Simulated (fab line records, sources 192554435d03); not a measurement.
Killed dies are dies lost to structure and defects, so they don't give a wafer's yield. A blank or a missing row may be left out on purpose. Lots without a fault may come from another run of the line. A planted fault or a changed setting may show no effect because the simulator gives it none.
Split-lot experiment | flow n5_finfet | 7 lots, 21 wafers read, on a route of 1938 steps

THE SPLIT
At N5_SDB_COAT_03 (time 60 s, resist thk 100 nm), the setting spin_rpm was moved away from the recipe's 1500 rpm on 7 of the 21 wafers read, by -8.8% to +4.1%. The other wafers ran this setting at the recipe's value.

The reading is taken at the split's own step.

THE READING
SOC_of_SDB_COAT_03.thk_nm (the simulator's own value, which no gauge read), in nm, at N5_SDB_COAT_03 (time 60 s, resist thk 100 nm). The file gives no usual value for it. The 14 wafers here that ran the recipe average 100.1 nm, standard deviation 0.29 nm.

wafer  | tool, chamber at the split | spin_rpm as run, rpm | against the recipe | SOC_of_SDB_COAT_03.thk_nm, nm | against lot-mates on the recipe
L077.1 | litho_track-01, 0          | 1500                 | recipe             | 100.4                         | -
L077.3 | litho_track-01, 0          | 1368                 | -8.8%              | 105                           | +4.7
L077.5 | litho_track-01, 0          | 1500                 | recipe             | 100.2                         | -
L078.2 | litho_track-05, 0          | 1561                 | +4.1%              | 98                            | -2.0
L078.3 | litho_track-05, 0          | 1500                 | recipe             | 99.8                          | -
L078.5 | litho_track-05, 0          | 1500                 | recipe             | 100.2                         | -
L085.2 | litho_track-05, 0          | 1500                 | recipe             | 99.6                          | -
L085.4 | litho_track-05, 0          | 1500                 | recipe             | 99.8                          | -
L085.5 | litho_track-05, 0          | 1500                 | recipe             | 100                           | -
L086.1 | litho_track-05, 0          | 1500                 | recipe             | 100                           | -
L086.3 | litho_track-05, 0          | 1430                 | -4.7%              | 102.6                         | +2.6
L086.4 | litho_track-05, 0          | 1430                 | -4.7%              | 102.4                         | +2.4
L089.2 | litho_track-04, 0          | 1500                 | recipe             | 100.4                         | -
L089.5 | litho_track-04, 0          | 1500                 | recipe             | 100.4                         | -
L089.3 | litho_track-04, 0          | 1500                 | recipe             | 100.6                         | -
L091.2 | litho_track-05, 0          | 1385                 | -7.7%              | 104.4                         | +4.5
L091.4 | litho_track-05, 0          | 1500                 | recipe             | 99.8                          | -
L091.5 | litho_track-05, 0          | 1500                 | recipe             | 100                           | -
L095.1 | litho_track-05, 0          | 1500                 | recipe             | 100.4                         | -
L095.3 | litho_track-05, 0          | 1422                 | -5.2%              | 102.6                         | +2.2
L095.6 | litho_track-05, 0          | 1422                 | -5.2%              | 102.6                         | +2.2

THE FIT
A straight line over all 21 wafers: SOC_of_SDB_COAT_03.thk_nm changes by -0.531 nm for each +1% of spin_rpm; r = -0.99; the points scatter about the line by 0.28 nm.
The same after taking each lot's own level away (the mean of its wafers on the recipe; 21 wafers): -0.521 nm for each +1%; r = -0.99; scatter 0.24 nm.
On that fit, the largest move of spin_rpm shifts the reading by 4.6 nm.
The lots' own levels span 99.80 to 100.47 nm, that is 2.3 times the standard deviation above.
So the lot-to-lot level changes the slope little: the two slopes agree.
Check: with one of the wafers moved furthest among these (-8.8%) left out of the fit, the line predicts +4.52 nm for it against its lot-mates. It came out at +4.7 nm against them.

OTHER SPLITS ON THESE WAFERS
These wafers also went through other splits before the reading. Each is held against what the fit with the lots' levels taken away leaves over:
other split on the same wafers            | wafers away from the commonest value | r with SOC_of_SDB_COAT_03.thk_nm (lot level and that fit taken away)
N5_WELL_APT_PEB_23 peb_temp_c             | 8                                    | -0.01
N5_PMOS_HMC_CHANNEL_EPI_PEB_07 peb_temp_c | 10                                   | -0.32
N5_PMOS_HMC_CHANNEL_EPI_DESCUM_14 time_s  | 9                                    | +0.32
N5_FIN_SAQP_SPACER1_ALD_24 ald_cycles     | 9                                    | +0.53
N5_SD_EPI_N_COAT_33 spin_rpm              | 5                                    | -0.25
N5_SD_EPI_N_COAT_03 spin_rpm              | 6                                    | -0.13

THE FILE'S OWN FIT
SOC_of_SDB_COAT_03.thk_nm changes by -0.531 nm for each +1% of spin_rpm, r = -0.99.
